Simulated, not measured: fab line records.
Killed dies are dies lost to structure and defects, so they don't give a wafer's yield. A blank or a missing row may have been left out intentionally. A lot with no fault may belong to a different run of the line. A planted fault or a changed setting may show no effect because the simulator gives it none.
fab line records + flow n5-finfet
record:
- lots: 7
- wafers: 39
route steps=1938 shown MOL_CONTACT_COAG@610
start-h: hours from the record's first day to the start of the lot's first wafer shown + wait-h: how many hours have passed since the lot's step before this one + " repeats the value in the row above + L1.1+2: one row covering several wafers at once + - value missing, or start not given + * or withheld: withheld + < > ~ a bound
route shown NAME@n: names a module that has steps shown in the file, with the first one's number in the route + usual: average and standard deviation across the fault-free wafers + same: alike in all rows + chamber/n: place in a boat + sites: each site's reading + _std_site: the values' standard deviation + _edge_site: the outer-site mean with the inner-site mean subtracted + radius-mm: how far each site lies from the wafer's centre + mask NAME#n: copy n + behind: the tool/chamber that last shaped the wafer + hold: why the lot went on hold/how many hours it stayed there/how the hold came to an end + device: the n, p or np transistor that did not switch + end of line: tests of these same wafers at the route's end + a step given without rows: its recipe and nothing more + killed: the dies lost at the first sort to structure and to defects; this is not the yield of the wafer + map: a wafer's dies, marking killed ones x, the rest . and places with no die _
set.NAME: the run value of the setting; set.NAME@STEP: its run value at that earlier step + model.NAME: the simulator's own value behind a step, which no gauge read
lots run with intentionally changed settings; tables by step, rows by wafer
== steps ==
step: N5_MOL_CONTACT_COAG_ETCH_67
recipe:
- chemistry: N2/H2
- target: SOC
- target-depth-a: 600
- overetch-a: 210
- mask-material: SiARC
- temp-c: 40
- time-s: 101.2
- ion-energy-ev: 200
- pressure-mtorr: 30
- source-w: 840
- bias-w: 150
- n2-flow-sccm: 200
- h2-flow-sccm: 200
usual:
- rf-vpp-V: 524.0/2.6
| lot.wafer | tool        | chamber | start-h | wait-h | set.source-w | rf-vpp-V |
|-----------|-------------|---------|---------|--------|--------------|----------|
| L079.1    | rie-diel-03 | 0       | 134.56  | 0.0    | 732          | 543.8    |
| L079.2    | "           | 2       | "       | "      | 732          | 546.5    |
| L079.3    | "           | 3       | "       | "      | 840          | 522.0    |
| L079.4    | "           | 1       | "       | "      | 732          | 547.6    |
| L079.5    | "           | 0       | "       | "      | 840          | 519.8    |
| L079.6    | "           | 3       | "       | "      | 840          | 520.9    |
| L082.1    | rie-diel-03 | 3       | 148.03  | 0.0    | 840          | 522.8    |
| L082.2    | "           | 1       | "       | "      | 840          | 521.1    |
| L082.3    | "           | 2       | "       | "      | 787.7        | 533.6    |
| L082.4    | "           | 2       | "       | "      | 787.7        | 532.5    |
| L082.5    | "           | 1       | "       | "      | 840          | 521.3    |
| L082.6    | "           | 3       | "       | "      | 787.7        | 533.3    |
| L083.1    | rie-diel-05 | 2       | 154.98  | 0.0    | 937          | 507.4    |
| L083.2    | "           | 1       | "       | "      | 937          | 508.1    |
| L083.3    | "           | 0       | "       | "      | 937          | 507.1    |
| L083.4    | "           | 3       | "       | "      | 840          | 521.5    |
| L083.5    | "           | 1       | "       | "      | 840          | 526.7    |
| L083.6    | "           | 0       | "       | "      | 840          | 525.1    |
| L084.1    | rie-diel-03 | 3       | 164.10  | 0.0    | 840          | 522.5    |
| L084.2    | "           | 2       | "       | "      | 725.7        | 548.1    |
| L084.3    | "           | 0       | "       | "      | 840          | 529.0    |
| L084.4    | "           | 1       | "       | "      | 725.7        | 547.9    |
| L084.5    | "           | 0       | "       | "      | 725.7        | 555.1    |
| L084.6    | "           | 1       | "       | "      | 840          | 522.1    |
| L085.1    | rie-diel-03 | 3       | 168.46  | 0.0    | 840          | 522.1    |
| L085.2    | "           | 2       | "       | "      | 840          | 522.4    |
| L085.3    | "           | 0       | "       | "      | 840          | 530.7    |
| L085.4    | "           | 1       | "       | "      | 840          | 521.2    |
| L085.5    | "           | 1       | "       | "      | 840          | 523.0    |
| L085.6    | "           | 0       | "       | "      | 840          | 528.6    |
| L091.2    | rie-diel-03 | 2       | 204.10  | 0.0    | 840          | 521.7    |
| L091.4    | "           | 1       | "       | "      | 840          | 521.3    |
| L091.5    | "           | 0       | "       | "      | 840          | 528.9    |
| L096.1    | rie-diel-04 | 2       | 238.60  | 0.0    | 840          | 529.5    |
| L096.2    | "           | 1       | "       | "      | 840          | 524.4    |
| L096.3    | "           | 3       | "       | "      | 840          | 525.8    |
| L096.4    | "           | 0       | "       | "      | 840          | 521.8    |
| L096.5    | "           | 2       | "       | "      | 840          | 528.2    |
| L096.6    | "           | 1       | "       | "      | 840          | 525.5    |
step: N5_MOL_CONTACT_COAG_ETCH_124
recipe:
- chemistry: CH3F/O2
- target: SiNx
- target-depth-a: 65
- mask-material: SOC
- stop-on: SiOC
- over-etch-frac: 0.3
- ion-energy-ev: 120
- pressure-mtorr: 30
- source-w: 395
- bias-w: 73
- Ar_flow_sccm: 150
- CH3F_flow_sccm: 30
- O2_flow_sccm: 20
- ends: end-point
usual:
- rf-vpp-V: 298/5.9
| lot.wafer | tool        | chamber | start-h | wait-h | set.bias-w | rf-vpp-V |
|-----------|-------------|---------|---------|--------|------------|----------|
| L079.1    | rie-diel-03 | 0       | 134.72  | 0.0    | 73         | 285      |
| L079.2    | "           | 2       | "       | "      | 73         | 302      |
| L079.3    | "           | 3       | "       | "      | 73         | 306      |
| L079.4    | "           | 1       | "       | "      | 73         | 304      |
| L079.5    | "           | 0       | "       | "      | 73         | 285      |
| L079.6    | "           | 3       | "       | "      | 73         | 306      |
| L082.1    | rie-diel-03 | 3       | 148.18  | 0.0    | 67.59      | 287      |
| L082.2    | "           | 1       | "       | "      | 73         | 306      |
| L082.3    | "           | 2       | "       | "      | 73         | 301      |
| L082.4    | "           | 2       | "       | "      | 67.59      | 281      |
| L082.5    | "           | 1       | "       | "      | 67.59      | 288      |
| L082.6    | "           | 3       | "       | "      | 73         | 305      |
| L083.1    | rie-diel-05 | 2       | 155.13  | 0.0    | 64.12      | 271      |
| L083.2    | "           | 1       | "       | "      | 73         | 294      |
| L083.3    | "           | 0       | "       | "      | 73         | 296      |
| L083.4    | "           | 3       | "       | "      | 64.12      | 264      |
| L083.5    | "           | 1       | "       | "      | 64.12      | 266      |
| L083.6    | "           | 0       | "       | "      | 73         | 297      |
| L084.1    | rie-diel-03 | 3       | 164.25  | 0.0    | 73         | 306      |
| L084.2    | "           | 2       | "       | "      | 73         | 300      |
| L084.3    | "           | 0       | "       | "      | 73         | 289      |
| L084.4    | "           | 1       | "       | "      | 73         | 306      |
| L084.5    | "           | 0       | "       | "      | 73         | 289      |
| L084.6    | "           | 1       | "       | "      | 73         | 304      |
| L085.1    | rie-diel-03 | 3       | 168.61  | 0.0    | 73         | 305      |
| L085.2    | "           | 2       | "       | "      | 73         | 299      |
| L085.3    | "           | 0       | "       | "      | 59.7       | 246      |
| L085.4    | "           | 1       | "       | "      | 59.7       | 259      |
| L085.5    | "           | 1       | "       | "      | 73         | 305      |
| L085.6    | "           | 0       | "       | "      | 59.7       | 246      |
| L091.2    | rie-diel-03 | 2       | 204.26  | 0.0    | 73         | 300      |
| L091.4    | "           | 1       | "       | "      | 73         | 305      |
| L091.5    | "           | 0       | "       | "      | 73         | 290      |
| L096.1    | rie-diel-04 | 2       | 238.76  | 0.0    | 73         | 295      |
| L096.2    | "           | 1       | "       | "      | 73         | 300      |
| L096.3    | "           | 3       | "       | "      | 73         | 290      |
| L096.4    | "           | 0       | "       | "      | 73         | 289      |
| L096.5    | "           | 2       | "       | "      | 73         | 295      |
| L096.6    | "           | 1       | "       | "      | 73         | 298      |
== key ==
split:
- step: N5_MOL_CONTACT_COAG_ETCH_67
- setting: source-w
- stated: 840
- by: wafer
response:
- step: N5_MOL_CONTACT_COAG_ETCH_67
- reading: rf-vpp-V
- change: -1.8
- per: 1%
- r: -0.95
split:
- step: N5_MOL_CONTACT_COAG_ETCH_124
- setting: bias-w
- stated: 73
- by: wafer
response:
- step: N5_MOL_CONTACT_COAG_ETCH_124
- reading: rf-vpp-V
- change: +2.72
- per: 1%
- r: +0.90
